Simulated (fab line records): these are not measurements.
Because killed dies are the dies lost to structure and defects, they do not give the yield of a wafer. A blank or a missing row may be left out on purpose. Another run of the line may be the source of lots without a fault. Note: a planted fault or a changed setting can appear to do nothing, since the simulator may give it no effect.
Chamber matching	flow nand-harc	rie-diel-09 running NHARC_A_STAIRCASE_DESCUM_186: 4 sister chambers
The step chemistry O2, time 3 s. 4 wafers are shown with their chamber, then 11 later ones without.

WAFERS PAIRED WITH THEIR CHAMBERS
wafer	chamber	drypump-motor-current-A (A)
L083.4	2	6.2
L082.3	1	5.8
L082.4	3	6.3
L084.1	0	4.8

WAFERS WITH NO CHAMBER GIVEN
wafer	drypump-motor-current-A (A)
L084.4	6.2
L084.5	4.8
L087.2	6.2
L087.5	6.2
L087.6	5.8
L089.1	4.8
L089.4	6.2
L089.5	6.4
L091.3	4.8
L091.4	6.3
L091.5	6.2

WHICH CHAMBER EACH ONE RAN IN
wafer	from the rows above	in truth
L084.4	2	2
L084.5	0	0
L087.2	2	2
L087.5	2	2
L087.6	1	1
L089.1	0	0
L089.4	2	2
L089.5	3	3
L091.3	0	0
L091.4	3	3
L091.5	2	2
Correctly placed: 11 of 11. From these rows, 0 cannot be placed. Wrongly placed: 0.
How it was worked out, from the rows above alone: a wafer's distance from a chamber is the root of the sum, over the readings, of the square of ((its reading less the chamber's mean) divided by the reading's scatter). The wafer belongs to the nearest chamber; if the next one is less than 2 further off, it can't be placed. A chamber's mean is the mean of its shown wafers. The scatter: root of mean squared gap, hidden wafer to nearest shown wafer, with one shown wafer a chamber.
